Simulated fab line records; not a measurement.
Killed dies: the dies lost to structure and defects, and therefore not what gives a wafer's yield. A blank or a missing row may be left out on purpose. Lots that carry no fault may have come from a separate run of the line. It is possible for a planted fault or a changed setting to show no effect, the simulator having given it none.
fab line records	flow nand-harc
[record] lots = 12	wafers = 35	last-day = 33
route steps=1302 shown A_CONTACT@1088 A_BLC@1116
lots untouched by any fault: they come from a run of this same line in which no faults occurred
start-h: start of the lot's first displayed wafer, in hours after the record's first day	wait-h: hours since the lot's step before	" as in the row above	L1.1+2: a row that stands for several wafers	- no value present, or no start provided	* or withheld: withheld	< > ~ a bound
route shown NAME@n: names a module that has steps shown in the file, with the first one's number in the route	usual: the fault-free wafers' mean and standard deviation	same: alike in all rows	chamber/n: place in a boat	sites: the reading at each site	_std_site: their standard deviation	_edge_site: the outer-site mean with the inner-site mean subtracted	radius-mm: for every site, how far away it sits from the centre of the wafer	mask NAME#n: copy n	behind: the tool/chamber that last shaped the wafer	hold: the reason the lot was held/the length of the hold in hours/how it ended	device: the n, p or np transistor that did not switch	end of line: the same wafers' tests at the end of the route	a step given without rows: its recipe and nothing more	killed: the dies lost at the first sort to structure and to defects; this is not the yield of the wafer	map: the dies of a wafer, with x for killed, . for not killed, _ for no die there
set.NAME: the setting that was run; set.NAME@STEP: the one run at that earlier step	model.NAME: the simulator's own value behind a step, which no gauge read
route steps across a sampled set of lots; one table per step, one row per wafer
services: a tool's chamber out of use, with start hour (start-h, from the record's first day; less than 0 if before it), hours out, and reason
[[steps]]
[step NHARC_A_CONTACT_ETCH_136]
[recipe] source-w = withheld	pressure-mtorr = 20	bias-v = 1200	time-s = 311	target-depth-a = 19120	ar-flow-sccm = withheld	c4f8-flow-sccm = withheld	o2-flow-sccm = withheld	chemistry = C4F8/O2/Ar
lot.wafer	tool	chamber	start-h	wait-h	rf-hours-counter-h
L251.1	har-cap-etch-01	1	520.88	0.2	2
L251.2	"	0	"	"	2
L251.4	"	1	"	"	-
L250.2	har-cap-etch-01	1	533.67	0.2	6
L250.4	"	1	"	"	-
L250.5	"	1	"	"	-
L252.3	har-cap-etch-03	0	535.76	0.2	-
L252.4	"	1	"	"	-
L252.5	"	0	"	"	-
L253.1	har-cap-etch-02	1	544.84	0.2	96
L253.3	"	0	"	"	-
L253.4	"	1	"	"	-
L254.1	har-cap-etch-01	0	568.09	0.3	11
L254.2	"	1	"	"	11
L254.3	"	0	"	"	-
L255.2	har-cap-etch-03	0	574.85	0.2	53
L255.3	"	0	"	"	-
L255.5	"	1	"	"	-
L262.3	har-cap-etch-01	1	631.42	0.2	-
L262.5	"	1	"	"	-
L265.2	har-cap-etch-03	0	664.83	0.2	72
L265.3	"	1	"	"	-
L265.6	"	1	"	"	-
L268.1	har-cap-etch-01	0	700.74	0.2	35
L268.6	"	1	"	"	-
L268.5	"	0	"	"	-
L271.2	har-cap-etch-02	1	719.93	0.2	129
L271.3	"	1	"	"	-
L271.4	"	0	"	"	-
L270.2	har-cap-etch-01	1	723.28	0.2	40
L270.4	"	1	"	"	-
L270.5	"	0	"	"	-
L272.2	har-cap-etch-02	0	740.37	0.2	132
L272.3	"	1	"	"	-
L272.6	"	0	"	"	-
[step NHARC_A_CONTACT_ETCH_110]
[recipe] target-depth-a = 600	overetch-a = 60	time-s = 33	ion-energy-ev = 100	cf4-flow-sccm = 80	o2-flow-sccm = 20	ar-flow-sccm = 0	rf-w = 300	bias-w = 100	chemistry = CF4/O2
[usual] drypump-motor-current-A = 5.6/0.32	mfc-ar-sccm = 0.004/0.0086	oes_f_703_au = 1.000/0.0051	oes-product-au = 0.996/0.0091	rf-vpp-V = 197.8/1.4	showerhead-plenum-p-Torr = 1.33/0.052	throttle-valve-pct = 13.399/0.0084
lot.wafer	tool	chamber	start-h	wait-h	drypump-motor-current-A	mfc-ar-sccm	oes_f_703_au	oes-product-au	rf-hours-counter-h	rf-vpp-V	showerhead-plenum-p-Torr	throttle-valve-pct
L251.4	rie-diel-06	0	522.78	0.1	5.2	0.039	1.008	1.003	9	197.6	1.28	13.403
L251.2	"	1	"	"	5.6	0	1.007	1.001	8	199.8	1.44	13.395
L251.1	"	2	"	"	6.2	0.008	1.001	0.987	7	198.7	1.34	13.396
L250.4	rie-diel-01	2	536.16	0.1	5.5	0	0.991	0.998	53	198.5	1.31	13.405
L250.2	"	3	"	"	6.1	0.002	0.999	1.003	50	200.9	1.41	13.404
L250.5	"	2	"	"	5.5	0	1.002	1.000	-	196.2	1.31	13.414
L252.4	rie-diel-01	3	538.06	0.1	6.1	0.002	1.000	0.992	51	198.6	1.41	13.398
L252.3	"	0	"	"	5.4	0	0.992	0.994	52	199.4	1.42	13.388
L252.5	"	1	"	"	6.0	0.009	0.997	0.988	-	198.1	1.34	13.402
L253.3	rie-diel-04	3	546.83	0.1	5.8	0	0.994	1.012	2	197.6	1.31	13.391
L253.1	"	1	"	"	5.6	0	1.012	1.003	2	197.9	1.28	13.385
L253.4	"	0	"	"	5.1	0	0.996	0.995	-	197.4	1.29	13.389
L254.3	rie-diel-01	1	570.86	0.1	6.0	0.009	1.002	0.986	0	199.0	1.34	13.396
L254.2	"	2	"	"	5.5	0	1.008	0.984	0	196.4	1.31	13.393
L254.1	"	3	"	"	6.1	0.002	0.993	0.989	0	199.5	1.41	13.390
L255.3	rie-diel-01	2	576.72	0.1	5.5	0	0.996	0.990	5	197.7	1.31	13.396
L255.2	"	3	"	"	6.1	0.002	1.001	0.998	3	199.1	1.41	13.399
L255.5	"	2	"	"	5.5	0	0.988	0.985	-	198.0	1.31	13.409
L262.3	rie-diel-04	3	633.22	0.1	5.8	0	1.009	1.009	18	196.7	1.30	13.390
L262.5	"	0	"	"	5.1	0	0.999	1.001	-	196.7	1.29	13.405
L265.3	rie-diel-01	1	667.55	0.1	6.0	0.009	1.001	0.981	37	198.0	1.33	13.394
L265.2	"	2	"	"	5.5	0	0.997	0.981	34	197.8	1.30	13.389
L265.6	"	0	"	"	5.4	0	0.989	0.987	-	198.3	1.41	13.396
L268.1	rie-diel-04	2	702.62	0.1	5.7	0	1.004	0.998	23	198.4	1.39	13.388
L268.6	"	0	"	"	5.1	0	0.991	1.011	-	197.1	1.29	13.392
L268.5	"	1	"	"	5.6	0	1.005	0.991	-	194.8	1.27	13.401
L271.4	rie-diel-04	1	721.98	0.1	5.6	0	0.997	0.985	1	196.0	1.27	13.391
L271.3	"	2	"	"	5.7	0	1.000	1.003	1	199.0	1.39	13.390
L271.2	"	0	"	"	5.0	0	1.000	1.022	1	198.1	1.29	13.390
L270.4	rie-diel-06	3	725.16	0.1	5.3	0.005	1.006	0.993	17	196.5	1.31	13.400
L270.2	"	2	"	"	6.3	0.008	0.997	0.997	17	199.5	1.32	13.391
L270.5	"	3	"	"	5.3	0.005	0.999	1.004	-	197.2	1.31	13.387
L272.3	rie-diel-04	0	743.50	0.1	5.1	0	1.003	1.019	7	195.1	1.28	13.398
L272.2	"	2	"	"	5.7	0	0.998	0.997	7	199.2	1.39	13.413
L272.6	"	3	"	"	5.8	0	1.001	1.004	-	198.9	1.30	13.401
[step NHARC_A_BLC_DEVELOP_09]
[recipe] develop-time-s = 35	dev-temp-c = 23
lot.wafer	tool	chamber	start-h	wait-h
L251.1+2+4	litho-track-04	0	525	-
L250.2+4+5	litho-track-06	0	538	-
L252.3+4+5	litho-track-04	0	540	-
L253.1+3+4	litho-track-04	0	549	-
L254.1+2+3	litho-track-06	0	573	-
L255.2+3+5	litho-track-04	0	579	-
L262.3+5	litho-track-06	0	635	-
L265.2+3+6	litho-track-04	0	671	-
L268.1+5+6	litho-track-04	0	705	-
L271.2+3+4	litho-track-01	0	724	-
L270.2+4+5	litho-track-06	0	727	-
L272.2+3+6	litho-track-06	0	746	-
[step NHARC_A_BLC_CD_MEAS_10]
[recipe] target-cd-nm = 100	landing-energy-ev = 500
[usual] cd-nm = 100.1/0.61
lot.wafer	tool	chamber	start-h	wait-h	cd-nm
L251.1	cd-sem-01	0	525.32	-	99.8
L251.2	"	0	"	"	100.3
L251.4	"	0	"	"	100.4
L250.2	cd-sem-03	0	538.81	-	100.1
L250.4	"	0	"	"	99.4
L250.5	"	0	"	"	101.0
L252.3	cd-sem-01	0	540.58	-	99.3
L252.4	"	0	"	"	99.9
L252.5	"	0	"	"	99.3
L253.1	cd-sem-01	0	549.43	-	100.8
L253.3	"	0	"	"	100.4
L253.4	"	0	"	"	99.9
L254.1	cd-sem-01	0	573.51	-	100.2
L254.2	"	0	"	"	100.7
L254.3	"	0	"	"	99.8
L255.2	cd-sem-01	0	579.43	-	100.2
L255.3	"	0	"	"	99.8
L255.5	"	0	"	"	100.1
L262.3	cd-sem-02	0	635.81	-	102.1
L262.5	"	0	"	"	99.2
L265.2	cd-sem-02	0	671.30	-	100.2
L265.3	"	0	"	"	100.5
L265.6	"	0	"	"	100.6
L268.1	cd-sem-01	0	705.17	-	100.2
L268.5	"	0	"	"	99.8
L268.6	"	0	"	"	99.2
L271.2	cd-sem-02	0	724.70	-	98.7
L271.3	"	0	"	"	99.2
L271.4	"	0	"	"	99.5
L270.2	cd-sem-01	0	727.70	-	99.9
L270.4	"	0	"	"	99.8
L270.5	"	0	"	"	98.9
L272.2	cd-sem-03	0	746.20	-	100.3
L272.3	"	0	"	"	101.1
L272.6	"	0	"	"	100.9
[step NHARC_A_BLC_DESCUM_15]
[recipe] time-s = 3	o2-flow-sccm = 200	ar-flow-sccm = 0	bias-power-w = 0	chemistry = O2
[usual] drypump-motor-current-A = 5.4/0.54	mfc-ar-sccm = 0.003/0.0078	oes-product-au = 0.999/0.012	rf-vpp-V = 57.9/0.94	showerhead-plenum-p-Torr = 1.95/0.099	throttle-valve-pct = 11.311/0.0093
lot.wafer	tool	chamber	start-h	wait-h	drypump-motor-current-A	mfc-ar-sccm	oes-product-au	rf-hours-counter-h	rf-vpp-V	showerhead-plenum-p-Torr	throttle-valve-pct
L251.2	rie-diel-08	0	525.50	0.1	4.8	0	1.006	7	57.8	1.79	11.326
L251.1	"	1	"	"	4.9	0	0.987	7	57.1	2.06	11.303
L251.4	"	2	"	"	5.0	0	0.986	7	57.2	1.94	11.305
L250.4	rie-diel-11	2	539.01	0.1	6.3	0	0.990	6	57.4	1.99	11.320
L250.2	"	0	"	"	5.4	0	1.020	7	58.9	1.77	11.320
L250.5	"	2	"	"	6.3	0	0.989	-	58.1	1.99	11.312
L252.4	rie-diel-11	1	540.76	0.1	5.0	0.000	0.989	8	59.2	2.05	11.311
L252.3	"	3	"	"	6.2	0.018	1.008	8	58.1	2.00	11.306
L252.5	"	2	"	"	6.3	0	0.993	-	58.8	1.99	11.320
L253.1	rie-diel-11	3	549.62	0.1	6.2	0.018	0.984	9	57.2	2.00	11.307
L253.3	"	0	"	"	5.4	0	1.009	9	56.7	1.77	11.305
L253.4	"	1	"	"	5.0	0.000	0.995	9	57.7	2.05	11.322
L254.1	rie-diel-08	3	573.70	0.1	5.7	0	1.016	2	56.3	1.98	11.309
L254.3	"	0	"	"	4.8	0	1.008	1	57.2	1.79	11.318
L254.2	"	1	"	"	4.9	0	0.989	1	56.2	2.06	11.312
L255.3	rie-diel-13	0	579.61	0.1	5.3	0	0.996	19	57.7	1.93	11.327
L255.2	"	1	"	"	5.9	0.028	0.998	18	57.9	2.02	11.301
L255.5	"	1	"	"	5.9	0.028	1.003	-	59.8	2.02	11.313
L262.3	rie-diel-08	1	635.99	0.1	4.9	0	0.991	5	58.2	2.06	11.312
L262.5	"	2	"	"	5.0	0	0.979	-	59.0	1.94	11.299
L265.3	rie-diel-11	1	671.49	0.1	5.0	0.000	0.993	5	58.3	2.04	11.308
L265.2	"	0	"	"	5.4	0	1.004	5	59.4	1.77	11.326
L265.6	"	1	"	"	5.0	0.000	0.989	-	59.5	2.04	11.306
L268.1	rie-diel-08	3	705.37	0.1	5.8	0	1.013	11	58.4	1.98	11.311
L268.6	"	2	"	"	5.0	0	0.994	-	57.8	1.94	11.327
L268.5	"	3	"	"	5.8	0	1.008	-	58.1	1.98	11.318
L271.2	rie-diel-11	1	724.88	0.1	5.0	0.000	0.991	10	58.7	2.04	11.299
L271.3	"	1	"	"	5.0	0.000	0.991	-	57.6	2.04	11.330
L271.4	"	2	"	"	6.3	0	0.998	-	58.0	1.99	11.301
L270.2	rie-diel-13	0	727.91	0.1	5.3	0	1.011	3	57.6	1.92	11.312
L270.4	"	3	"	"	5.9	0.016	1.007	6	59.3	1.90	11.300
L270.5	"	1	"	"	5.9	0.028	0.993	-	56.4	2.00	11.310
L272.2	rie-diel-11	1	746.39	0.1	5.0	0.000	0.992	14	58.6	2.04	11.322
L272.3	"	0	"	"	5.4	0	0.997	11	58.0	1.77	11.326
L272.6	"	2	"	"	6.3	0	1.007	-	59.3	1.99	11.305
[[services]]
tool	chamber	start-h	hours	kind
har-cap-etch-01	-	497.00	17.0	pm
rie-diel-11	0	521.21	12.1	repair
litho-track-06	-	529.00	7.0	pm
rie-diel-04	-	531.96	9.0	pm
rie-diel-08	-	544.80	9.0	pm
litho-track-04	-	553.00	7.0	pm
rie-diel-04	2	553.89	3.6	repair
rie-diel-04	2	557.75	13.7	repair
rie-diel-01	-	557.82	9.0	pm
rie-diel-04	1	565.42	2.6	repair
rie-diel-04	1	591.59	3.2	repair
rie-diel-11	-	609.50	9.0	pm
rie-diel-08	-	627.54	1.7	repair
rie-diel-08	1	630.71	1.6	repair
rie-diel-01	0	636.26	1.2	repair
rie-diel-11	3	641.19	126.5	repair
rie-diel-01	3	664.64	4.5	repair
litho-track-06	-	704.00	7.0	pm
rie-diel-04	-	708.96	9.0	pm
rie-diel-11	0	722.16	22.3	repair
litho-track-04	-	728.00	7.0	pm
rie-diel-04	1	733.64	12.1	repair
rie-diel-01	-	736.74	9.0	pm
rie-diel-04	3	740.89	2.5	repair
[[key]]
[first-sign] step = NHARC_A_BLC_CD_MEAS_10	reading = cd-nm	direction = up	sigmas = 3.2	usual = 100.1	struck = 102.1
effect none on later readings
met-at NHARC_A_BLC_DEVELOP_09
struck-lots L262
struck-wafers L262.3
tester-left-out L262
not-acting-at NHARC_A_CONTACT_ETCH_136,NHARC_A_CONTACT_ETCH_110,NHARC_A_BLC_DESCUM_15
onset-between 573 635
[fault] kind = process-parameter-drift	tool = litho-track-06	chamber = -	onset-h = 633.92	steps = NHARC_A_BLC_DEVELOP_09	channel = develop-time-s	offset = *	shape = step	end-h = 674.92	scope = struck-wafers-only	acts-in = *	stated = *
// tester-left-out: of these lots the tester's yield and bins aren't shown, on N5 and GAA mostly nor the transistor test; their killed dies are dies lost to structure and defects alone, not to doping, threshold or leakage, so they don't give the yield
